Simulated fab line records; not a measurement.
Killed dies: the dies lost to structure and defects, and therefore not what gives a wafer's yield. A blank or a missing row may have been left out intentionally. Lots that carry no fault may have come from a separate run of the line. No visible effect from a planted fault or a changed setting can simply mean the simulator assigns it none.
fab line records	flow n5Finfet
[record] lots = 7	wafers = 21
route steps=1938 shown BEOL_M8@1359 BEOL_M9@1411 BEOL_M14@1742
startH: hours from the record's first day to the start of the lot's first wafer shown	waitH: hours from the lot's prior step to this one	" identical to the entry in the row above	L1.1+2: a single row standing in for several wafers	- no value present, or no start provided	* or withheld: withheld	< > ~ a bound
route shown NAME@n: names a module that has steps shown in the file, with the first one's number in the route	usual: mean/standard deviation taken from wafers without a fault	same: alike in all rows	chamber/n: place in a boat	sites: per-site readings	_std_site: the values' standard deviation	_edge_site: outer sites' mean less inner sites'	radiusMm: for every site, how far away it sits from the centre of the wafer	mask NAME#n: copy n	behind: tool/chamber where the wafer was last shaped	hold: why the lot was held/for how many hours/how that ended	device: the n, p or np transistor that did not switch	end of line: the route-end tests of the same wafers	where a step has no rows: the recipe by itself	killed: not the wafer's yield, but the dies lost to structure and defects at the first sort	map: dies across one wafer; x = killed, . = not, _ = none there
set.NAME: the setting that was run; set.NAME@STEP: the one run at that earlier step	model.NAME: the simulator's own value behind a step, which no gauge read
lots with deliberately changed settings; one table per step, one row per wafer
[[steps]]
[step N5_BEOL_M8_COAT_22]
[recipe] resist = CAR-EUV	spinRpm = 1500	resistThkNm = 30
lot.wafer	tool	chamber	startH	waitH	set.spinRpm	model.CAR-EUV_of_BEOL_M8_COAT_22.thkNm
L081.3+4+5	lithoTrack-03	0	-	-	1500	30.2
L082.1+2+5	lithoTrack-03	0	-	-	1500	30
L087.3	lithoTrack-02	0	-	-	1500	29.8
L087.4+5	"	0	"	"	1500	30
L091.2+5	lithoTrack-03	0	-	-	1430	30.6
L091.6	"	0	"	"	1500	30
L089.2	lithoTrack-02	0	-	-	1638	28.8
L089.4	"	0	"	"	1500	30
L089.6	"	0	"	"	1500	30.2
L093.1+3+5	lithoTrack-03	0	-	-	1500	30
L097.1+5	lithoTrack-02	0	-	-	1500	30
L097.6	"	0	"	"	1451	30.6
[step N5_BEOL_M8_EBR_24]
[recipe] solvent = PGMEA	ebrWidthMm = 1.5
[step N5_BEOL_M8_SOFTBAKE_23]
[recipe] tempC = 110	timeS = 60	resist = CAR-EUV
[step N5_BEOL_M8_DESCUM_33]
[recipe] chemistry = O2	timeS = 7	sourcePowerW = 50	biasPowerW = 20	pressureMtorr = 20	rfFrequencyHz = 2.712e+07	tempC = 40	resist = CAR-EUV	o2FlowSccm = 225
lot.wafer	tool	chamber	startH	waitH	set.spinRpm@BEOL_M8_COAT_22	model.CAR-EUV_of_BEOL_M8_COAT_22.thkNm
L081.3+4+5	rieDiel-03	0,2,0	428.71	0.0	1500	26.2
L082.1+2	rieDiel-03	2,3	437.24	0.3	1500	26
L082.5	"	0	"	"	1500	26.2
L087.3+5	rieDiel-02	2	437.25	0.1	1500	26
L087.4	"	1	"	"	1500	26.2
L091.2+5	rieDiel-02	0,3	437.65	0.4	1430	26.8
L091.6	"	0	"	"	1500	26.2
L089.2	rieDiel-02	3	450.02	0.1	1638	24.8
L089.4+6	"	0,3	"	"	1500	26.2
L093.1+3+5	rieDiel-03	1,2,3	472.79	0.2	1500	26
L097.1+5	rieDiel-03	1	503.31	0.3	1500	26
L097.6	"	0	"	"	1451	26.6
[step N5_BEOL_M8_ETCH_72]
[recipe] chemistry = N2/H2	target = underlayer	targetDepthA = 65	maskMaterial = CAR-EUV	timeS = 5.2	ionEnergyEv = 200	pressureMtorr = 30	sourceW = 840	biasW = 150	n2FlowSccm = 200	h2FlowSccm = 200	ends = cleared
[step N5_BEOL_M8_ETCH_65]
[recipe] chemistry = CF4	target = SiARC	targetDepthA = 156	maskMaterial = CAR-EUV	timeS = 26	ionEnergyEv = 80	pressureMtorr = 40	sourceW = 545	biasW = 36	Ar_flow_sccm = 100	cf4FlowSccm = 100	ends = cleared
lot.wafer	tool	chamber	startH	waitH	set.spinRpm@BEOL_M8_COAT_22	model.CAR-EUV_of_BEOL_M8_COAT_22.thkNm
L081.3+4+5	rieDiel-03	0,2,0	428.76	0.0	1500	11.4
L082.1	rieDiel-03	2	437.29	0.0	1500	11.2
L082.2	"	3	"	"	1500	11
L082.5	"	0	"	"	1500	11.4
L087.3+5	rieDiel-02	2	437.30	0.0	1500	11
L087.4	"	1	"	"	1500	11.2
L091.2+5	rieDiel-02	0,3	437.70	0.0	1430	12
L091.6	"	0	"	"	1500	11.4
L089.2	rieDiel-02	3	450.07	0.0	1638	10
L089.4+6	"	0,3	"	"	1500	11.4
L093.1+5	rieDiel-03	1,3	472.84	0.0	1500	11
L093.3	"	2	"	"	1500	11.2
L097.1+5	rieDiel-03	1	503.36	0.0	1500	11
L097.6	"	0	"	"	1451	11.8
[step N5_BEOL_M9_EXPOSE_08]
[recipe] maskId = M9	na = 1.35	sourceShape = dipole	sigmaInner = 0.411	sigmaOuter = 0.611	polarization = te	doseMj = 53.75
lot.wafer	tool	chamber	startH	waitH	mask	set.doseMj
L081.3+4+5	arfiScanner-01	0	434.63	-	M9#0	53.75
L082.1+2	arfiScanner-01	0	443.59	-	M9#0	52.58
L082.5	"	0	"	"	M9#0	53.75
L087.3+4+5	arfiScanner-01	0	447.98	-	M9#0	53.75
L091.2+5	arfiScanner-03	0	448.50	-	M9#0	53.75
L091.6	"	0	"	"	M9#0	57.16
L089.2+4	arfiScanner-01	0	456.82	-	M9#0	55.21
L089.6	"	0	"	"	M9#0	53.75
L093.1+3+5	arfiScanner-03	0	479.20	-	M9#0	53.75
L097.1	arfiScanner-03	0	508.18	-	M9#0	50.06
L097.5+6	"	0	"	"	M9#0	53.75
[step N5_BEOL_M9_PEB_09]
[recipe] pebTempC = withheld	pebTimeS = 60	resist = CAR-ArF
[step N5_BEOL_M9_DEVELOP_10]
[recipe] developTimeS = 30	developer = TMAH	resist = CAR-ArF	rinseLiquid = diw	dry = airSpin	devTempC = 23
[step N5_BEOL_M9_CD_MEAS_11]
[recipe] targetCdNm = 64.1	landingEnergyEv = 500	detector = seInlens	polarity = opening
[usual] cdNm = 63.9/0.6
lot.wafer	tool	chamber	startH	waitH	set.doseMj@BEOL_M9_EXPOSE_08	cdNm
L081.3	cdSem-01	0	434.74	-	53.75	63.1
L081.4	"	0	"	"	53.75	64.3
L081.5	"	0	"	"	53.75	64.8
L082.1	cdSem-02	0	443.72	-	52.58	63.5
L082.2	"	0	"	"	52.58	64.1
L082.5	"	0	"	"	53.75	64.5
L087.3	cdSem-03	0	448.10	-	53.75	63.8
L087.4	"	0	"	"	53.75	64.4
L087.5	"	0	"	"	53.75	64.7
L091.2	cdSem-03	0	448.62	-	53.75	63.9
L091.5	"	0	"	"	53.75	64.3
L091.6	"	0	"	"	57.16	68.0
L089.2	cdSem-01	0	456.94	-	55.21	65.4
L089.4	"	0	"	"	55.21	65.3
L089.6	"	0	"	"	53.75	63.8
L093.1	cdSem-01	0	479.32	-	53.75	65.3
L093.3	"	0	"	"	53.75	64.8
L093.5	"	0	"	"	53.75	65.2
L097.1	cdSem-01	0	508.31	-	50.06	59.3
L097.5	"	0	"	"	53.75	63.6
L097.6	"	0	"	"	53.75	63.6
[step N5_BEOL_M9_DESCUM_16]
[recipe] chemistry = O2	timeS = 7.9	sourcePowerW = 50	biasPowerW = 20	pressureMtorr = 20	rfFrequencyHz = 2.712e+07	tempC = 40	resist = CAR-ArF	o2FlowSccm = 225
[step N5_BEOL_M9_ETCH_61]
[recipe] chemistry = CF4	target = SiARC	targetDepthA = 390	maskMaterial = CAR-ArF	timeS = 65	ionEnergyEv = 80	pressureMtorr = 40	sourceW = 545	biasW = 36	Ar_flow_sccm = 100	cf4FlowSccm = 100	ends = cleared
lot.wafer	tool	chamber	startH	waitH	set.doseMj@BEOL_M9_EXPOSE_08	model.BEOL_M9.cdOffsetNm
L081.3	rieDiel-05	0	434.86	0.0	53.75	-1.2
L081.4	"	2	"	"	53.75	0
L081.5	"	3	"	"	53.75	0.6
L082.1	rieDiel-04	1	443.84	0.0	52.58	-0.8
L082.2	"	3	"	"	52.58	-0.2
L082.5	"	0	"	"	53.75	0.8
L087.3	rieDiel-01	1	448.22	0.0	53.75	-0.4
L087.4	"	0	"	"	53.75	0.4
L087.5	"	3	"	"	53.75	0.8
L091.2	rieDiel-01	2	449.03	0.0	53.75	-0.4
L091.5	"	1	"	"	53.75	0
L091.6	"	2	"	"	57.16	4
L089.2	rieDiel-05	0	458.28	0.0	55.21	1
L089.4	"	1	"	"	55.21	1.2
L089.6	"	3	"	"	53.75	-0.2
L093.1	rieDiel-01	0	479.63	0.0	53.75	1
L093.3+5	"	0,2	"	"	53.75	0.8
L097.1	rieDiel-04	0	508.43	0.0	50.06	-4.8
L097.5	"	2	"	"	53.75	-0.6
L097.6	"	1	"	"	53.75	-0.4
[step N5_BEOL_M9_ETCH_62]
[recipe] chemistry = N2/H2	target = SOC	targetDepthA = 1100	overetchA = 220	maskMaterial = SiARC	tempC = 40	timeS = 165	ionEnergyEv = 200	pressureMtorr = 30	sourceW = 840	biasW = 150	n2FlowSccm = 200	h2FlowSccm = 200
lot.wafer	tool	chamber	startH	waitH	set.doseMj@BEOL_M9_EXPOSE_08	model.BEOL_M9.cdOffsetNm
L081.3	rieDiel-05	0	434.91	0.0	53.75	-1.2
L081.4	"	2	"	"	53.75	0
L081.5	"	3	"	"	53.75	0.4
L082.1	rieDiel-04	1	443.89	0.0	52.58	-0.6
L082.2	"	3	"	"	52.58	-0.4
L082.5	"	0	"	"	53.75	0.8
L087.3	rieDiel-01	1	448.27	0.0	53.75	-0.6
L087.4	"	0	"	"	53.75	0.4
L087.5	"	3	"	"	53.75	1
L091.2	rieDiel-01	2	449.08	0.0	53.75	-0.4
L091.5	"	1	"	"	53.75	0
L091.6	"	2	"	"	57.16	3.8
L089.2+4	rieDiel-05	0,1	458.33	0.0	55.21	1
L089.6	"	3	"	"	53.75	-0.2
L093.1	rieDiel-01	0	479.71	0.1	53.75	1.2
L093.3+5	"	0,2	"	"	53.75	0.8
L097.1	rieDiel-04	0	508.48	0.0	50.06	-4.6
L097.5+6	"	2,1	"	"	53.75	-0.6
[step N5_BEOL_M9_STRIP_68]
[recipe] chemistry = N2/H2	tempC = 40	n2FlowSccm = 200	h2FlowSccm = 200	rfFrequencyHz = 6e+07
[step N5_BEOL_M9_STRIP_67]
[recipe] chemistry = CF4	resist = SiARC	powerW = 300	biasPowerW = 75	pressureMtorr = 50	cf4FlowSccm = 150	rfFrequencyHz = 6e+07
[step N5_BEOL_M9_HM_OPEN_17]
[recipe] chemistry = Cl2/BCl3	targetDepthA = 200	overetchA = 60	target = TiN	maskMaterial = SOC	ionEnergyEv = 150	pressureMtorr = 10	icpW = 1000	biasW = 126	Cl2_flow_sccm = 53.25	bcl3FlowSccm = 21.75	Ar_flow_sccm = 25
lot.wafer	tool	chamber	startH	waitH	set.doseMj@BEOL_M9_EXPOSE_08	model.BEOL_M9.cdOffsetNm
L081.3	rieMetal-03	0	435.16	0.1	53.75	-1.4
L081.4	"	0	"	"	53.75	-0.2
L081.5	"	0	"	"	53.75	0.2
L082.1	rieMetal-02	1	444.08	0.0	52.58	-0.6
L082.2	"	0	"	"	52.58	-0.2
L082.5	"	1	"	"	53.75	0.6
L087.3	rieMetal-02	1	448.48	0.1	53.75	-0.6
L087.4	"	0	"	"	53.75	0.6
L087.5	"	1	"	"	53.75	0.8
L091.2+5	rieMetal-02	0,1	449.26	0.0	53.75	-0.2
L091.6	"	0	"	"	57.16	4
L089.2	rieMetal-03	0	458.52	0.0	55.21	0.8
L089.4	"	1	"	"	55.21	1.2
L089.6	"	1	"	"	53.75	-0.4
L093.1	rieMetal-03	1	480.26	0.3	53.75	1.2
L093.3	"	1	"	"	53.75	0.8
L093.5	"	1	"	"	53.75	0.6
L097.1	rieMetal-03	1	508.72	0.1	50.06	-4.8
L097.5+6	"	1,0	"	"	53.75	-0.6
[step N5_BEOL_M9_STRIP_19]
[recipe] chemistry = O2	powerW = 400	tempC = 40	pressureMtorr = 30	rfFrequencyHz = 6e+07	biasPowerW = 0	overashFraction = 0.2	o2FlowSccm = 225
[step N5_BEOL_M9_CD_MEAS_18]
[recipe] pitchNm = 140	targetCdNm = 70
[usual] cdNm = 69.7/0.65
lot.wafer	tool	chamber	startH	waitH	set.doseMj@BEOL_M9_EXPOSE_08	cdNm
L081.3	cdSem-02	-	435.37	0.1	53.75	68.4
L081.4	"	-	"	"	53.75	69.8
L081.5	"	-	"	"	53.75	70.3
L082.1	cdSem-01	-	444.26	0.0	52.58	69.7
L082.2	"	-	"	"	52.58	69.9
L082.5	"	-	"	"	53.75	70.8
L087.3	cdSem-03	-	448.64	0.1	53.75	69.6
L087.4	"	-	"	"	53.75	70.2
L087.5	"	-	"	"	53.75	70.7
L091.2	cdSem-03	-	449.47	0.1	53.75	69.8
L091.5	"	-	"	"	53.75	70.0
L091.6	"	-	"	"	57.16	74.1
L089.2	cdSem-01	-	458.72	0.1	55.21	70.9
L089.4	"	-	"	"	55.21	70.8
L089.6	"	-	"	"	53.75	69.7
L093.1	cdSem-03	-	480.56	0.0	53.75	70.9
L093.3	"	-	"	"	53.75	70.9
L093.5	"	-	"	"	53.75	70.4
L097.1	cdSem-03	-	508.93	0.0	50.06	65.1
L097.5	"	-	"	"	53.75	69.3
L097.6	"	-	"	"	53.75	69.4
[step N5_BEOL_M9_COAT_63]
[recipe] resist = SOC	tempC = 250	timeS = 60	spinRpm = 1500	resistThkNm = 60
[step N5_BEOL_M9_COAT_64]
[recipe] resist = SiARC	tempC = 220	timeS = 60	spinRpm = 1500	resistThkNm = 12
[step N5_BEOL_M9_PRECLEAN_42]
[recipe] chemistry = residueRemover	timeS = 60	tempC = 40
[step N5_BEOL_M9_SRD_43]
[recipe] timeS = 30	tempC = 23	rinseLiquid = diw	dry = ipaMarangoni
[step N5_BEOL_M9_CD_MEAS_35]
[recipe] targetCdNm = 70	targetCdYNm = 40	polarity = opening
[usual] cdNm = 69.7/0.64
lot.wafer	tool	chamber	startH	waitH	set.doseMj@BEOL_M9_EXPOSE_08	cdNm
L081.3	cdSem-01	-	437.84	0.0	53.75	68.4
L081.4	"	-	"	"	53.75	69.4
L081.5	"	-	"	"	53.75	70.0
L082.1	cdSem-01	-	448.61	0.0	52.58	69.2
L082.2	"	-	"	"	52.58	69.9
L082.5	"	-	"	"	53.75	71.0
L087.3	cdSem-03	-	449.89	0.0	53.75	69.4
L087.4	"	-	"	"	53.75	70.6
L087.5	"	-	"	"	53.75	70.9
L091.2	cdSem-01	-	450.58	0.0	53.75	69.6
L091.5	"	-	"	"	53.75	69.7
L091.6	"	-	"	"	57.16	74.2
L089.2	cdSem-03	-	460.29	0.0	55.21	71.3
L089.4	"	-	"	"	55.21	71.0
L089.6	"	-	"	"	53.75	69.8
L093.1	cdSem-01	-	482.34	0.0	53.75	71.0
L093.3	"	-	"	"	53.75	70.4
L093.5	"	-	"	"	53.75	70.4
L097.1	cdSem-02	-	510.87	0.0	50.06	65.3
L097.5	"	-	"	"	53.75	69.2
L097.6	"	-	"	"	53.75	69.6
[step N5_BEOL_M14_EXPOSE_25]
[recipe] maskId = M14	na = 0.8	sourceShape = annular	sigmaInner = 0.5	sigmaOuter = 0.8	polarization = unpolarized	targetCdNm = 280	doseMj = 26.6
lot.wafer	tool	chamber	startH	waitH	mask	set.doseMj
L081.3+4+5	krfScanner-02	0	482.19	-	M14#0	26.6
L082.1+5	krfScanner-01	0	485.42	-	M14#0	28.13
L082.2	"	0	"	"	M14#0	26.6
L091.2+5	krfScanner-01	0	490.46	-	M14#0	25.23
L091.6	"	0	"	"	M14#0	26.6
L087.3	krfScanner-01	0	494.66	-	M14#0	26.6
L087.4+5	"	0	"	"	M14#0	27.9
L089.2+6	krfScanner-01	0	503.29	-	M14#0	27.54
L089.4	"	0	"	"	M14#0	26.6
L093.1	krfScanner-01	0	521.33	-	M14#0	26.6
L093.3+5	"	0	"	"	M14#0	27.98
L097.1+5+6	krfScanner-01	0	547.33	-	M14#0	26.6
[step N5_BEOL_M14_PEB_26]
[recipe] pebTempC = 130	pebTimeS = 90
[step N5_BEOL_M14_DEVELOP_27]
[recipe] developTimeS = 45	rinseLiquid = diw	dry = airSpin	devTempC = 21
[step N5_BEOL_M14_HARDBAKE_32]
[recipe] tempC = 130	timeS = 120
[step N5_BEOL_M14_CD_MEAS_28]
[recipe] targetCdNm = 284.4	landingEnergyEv = 500	detector = seInlens
[usual] cdNm = 285.7/1.9
lot.wafer	tool	chamber	startH	waitH	set.doseMj@BEOL_M14_EXPOSE_25	cdNm
L081.3	cdSem-02	0	482.35	-	26.6	285.0
L081.4	"	0	"	"	26.6	288.8
L081.5	"	0	"	"	26.6	285.9
L082.1	cdSem-03	0	485.59	-	28.13	295.9
L082.2	"	0	"	"	26.6	286.8
L082.5	"	0	"	"	28.13	295.5
L091.2	cdSem-01	0	490.64	-	25.23	274.2
L091.5	"	0	"	"	25.23	274.8
L091.6	"	0	"	"	26.6	284.9
L087.3	cdSem-01	0	494.83	-	26.6	287.7
L087.4	"	0	"	"	27.9	294.3
L087.5	"	0	"	"	27.9	297.4
L089.2	cdSem-03	0	503.45	-	27.54	288.9
L089.4	"	0	"	"	26.6	283.5
L089.6	"	0	"	"	27.54	287.5
L093.1	cdSem-03	0	521.50	-	26.6	287.0
L093.3	"	0	"	"	27.98	295.2
L093.5	"	0	"	"	27.98	295.8
L097.1	cdSem-01	0	547.50	-	26.6	286.1
L097.5	"	0	"	"	26.6	289.3
L097.6	"	0	"	"	26.6	287.2
[step N5_BEOL_M14_DESCUM_33]
[recipe] chemistry = O2	timeS = 7.9	sourcePowerW = 50	biasPowerW = 20	pressureMtorr = 20	rfFrequencyHz = 2.712e+07	tempC = 40	o2FlowSccm = 225
lot.wafer	tool	chamber	startH	waitH	set.doseMj@BEOL_M14_EXPOSE_25	model.BEOL_M14.cdNm
L081.3	rieDiel-03	1	482.50	0.1	26.6	285
L081.4	"	3	"	"	26.6	288.8
L081.5	"	1	"	"	26.6	285.8
L082.1	rieDiel-03	3	485.68	0.0	28.13	296
L082.2	"	2	"	"	26.6	287
L082.5	"	1	"	"	28.13	295
L091.2	rieDiel-02	1	490.87	0.2	25.23	274
L091.5	"	3	"	"	25.23	275.2
L091.6	"	0	"	"	26.6	285
L087.3	rieDiel-03	0	494.98	0.1	26.6	287.8
L087.4	"	2	"	"	27.9	294.6
L087.5	"	0	"	"	27.9	297.6
L089.2	rieDiel-06	2	504.21	0.7	27.54	288.6
L089.4	"	1	"	"	26.6	283.6
L089.6	"	0	"	"	27.54	287.6
L093.1	rieDiel-02	0	521.94	0.4	26.6	287
L093.3	"	2	"	"	27.98	295.2
L093.5	"	0	"	"	27.98	295.8
L097.1	rieDiel-06	2	547.59	0.0	26.6	285.8
L097.5	"	2	"	"	26.6	289.2
L097.6	"	3	"	"	26.6	287
[step N5_BEOL_M14_ETCH_67]
[recipe] chemistry = CF4	target = SiARC	targetDepthA = 1430	timeS = 238.3	ionEnergyEv = 80	pressureMtorr = 40	sourceW = 545	biasW = 36	Ar_flow_sccm = 100	cf4FlowSccm = 100	ends = cleared
lot.wafer	tool	chamber	startH	waitH	set.doseMj@BEOL_M14_EXPOSE_25	model.BEOL_M14.cdNm
L081.3	rieDiel-03	1	482.54	0.0	26.6	280.4
L081.4	"	3	"	"	26.6	284.6
L081.5	"	1	"	"	26.6	281.6
L082.1	rieDiel-03	3	485.71	0.0	28.13	291.6
L082.2	"	2	"	"	26.6	282.4
L082.5	"	1	"	"	28.13	290.4
L091.2	rieDiel-02	1	490.91	0.0	25.23	270
L091.5	"	3	"	"	25.23	270.6
L091.6	"	0	"	"	26.6	280.6
L087.3	rieDiel-03	0	495.02	0.0	26.6	282.6
L087.4	"	2	"	"	27.9	290.6
L087.5	"	0	"	"	27.9	292
L089.2	rieDiel-06	2	504.24	0.0	27.54	284.6
L089.4	"	1	"	"	26.6	278.8
L089.6	"	0	"	"	27.54	283.2
L093.1	rieDiel-02	0	521.98	0.0	26.6	282.8
L093.3	"	2	"	"	27.98	291.2
L093.5	"	0	"	"	27.98	292
L097.1	rieDiel-06	2	547.62	0.0	26.6	281.2
L097.5	"	2	"	"	26.6	285
L097.6	"	3	"	"	26.6	283.2
[step N5_BEOL_M14_ETCH_68]
[recipe] chemistry = N2/H2	target = SOC	maskMaterial = SiARC	sourceW = 3000	biasW = 350	tempC = 40	timeS = 450	ionEnergyEv = 200	pressureMtorr = 30	n2FlowSccm = 200	h2FlowSccm = 200
lot.wafer	tool	chamber	startH	waitH	set.timeS	model.SiARC_of_BEOL_M14_COAT_66.thkNm
L081.3+4	rieDiel-03	1,3	482.69	0.1	450	64.8
L081.5	"	1	"	"	450	64.4
L082.1	rieDiel-03	3	485.86	0.1	450	64.6
L082.2	"	2	"	"	523.6	57.6
L082.5	"	1	"	"	523.6	57.2
L091.2	rieDiel-02	1	491.06	0.1	420.1	69.4
L091.5	"	3	"	"	450	65.2
L091.6	"	0	"	"	450	66.6
L087.3	rieDiel-03	0	495.17	0.1	390.9	70.8
L087.4	"	2	"	"	450	64.4
L087.5	"	0	"	"	390.9	70
L089.2	rieDiel-06	2	504.39	0.1	450	64.8
L089.4	"	1	"	"	450	65.4
L089.6	"	0	"	"	450	65.6
L093.1	rieDiel-02	0	522.12	0.1	450	66.4
L093.3	"	2	"	"	450	64.4
L093.5	"	0	"	"	450	66
L097.1	rieDiel-06	2	547.77	0.1	450	64.2
L097.5	"	2	"	"	358	73.4
L097.6	"	3	"	"	358	72.2
[[key]]
[split] step = N5_BEOL_M8_COAT_22	setting = spinRpm	stated = 1500	by = wafer
[response] step = N5_BEOL_M8_COAT_22	reading = model.CAR-EUV_of_BEOL_M8_COAT_22.thkNm	change = -0.143	per = 1%	r = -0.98
[response] step = N5_BEOL_M8_DESCUM_33	reading = model.CAR-EUV_of_BEOL_M8_COAT_22.thkNm	change = -0.151	per = 1%	r = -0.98
[response] step = N5_BEOL_M8_ETCH_65	reading = model.CAR-EUV_of_BEOL_M8_COAT_22.thkNm	change = -0.156	per = 1%	r = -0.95
[split] step = N5_BEOL_M9_EXPOSE_08	setting = doseMj	stated = 53.75	by = wafer
[response] step = N5_BEOL_M9_CD_MEAS_11	reading = cdNm	change = +0.602	per = 1%	r = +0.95
[response] step = N5_BEOL_M9_ETCH_61	reading = model.BEOL_M9.cdOffsetNm	change = +0.628	per = 1%	r = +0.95
[response] step = N5_BEOL_M9_ETCH_62	reading = model.BEOL_M9.cdOffsetNm	change = +0.592	per = 1%	r = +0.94
[response] step = N5_BEOL_M9_HM_OPEN_17	reading = model.BEOL_M9.cdOffsetNm	change = +0.618	per = 1%	r = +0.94
[response] step = N5_BEOL_M9_CD_MEAS_18	reading = cdNm	change = +0.611	per = 1%	r = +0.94
[response] step = N5_BEOL_M9_CD_MEAS_35	reading = cdNm	change = +0.644	per = 1%	r = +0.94
[split] step = N5_BEOL_M14_EXPOSE_25	setting = doseMj	stated = 26.6	by = wafer
[response] step = N5_BEOL_M14_CD_MEAS_28	reading = cdNm	change = +1.66	per = 1%	r = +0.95
[response] step = N5_BEOL_M14_DESCUM_33	reading = model.BEOL_M14.cdNm	change = +1.65	per = 1%	r = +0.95
[response] step = N5_BEOL_M14_ETCH_67	reading = model.BEOL_M14.cdNm	change = +1.7	per = 1%	r = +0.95
[split] step = N5_BEOL_M14_ETCH_68	setting = timeS	stated = 450	by = wafer
[response] step = N5_BEOL_M14_ETCH_68	reading = model.SiARC_of_BEOL_M14_COAT_66.thkNm	change = -0.439	per = 1%	r = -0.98
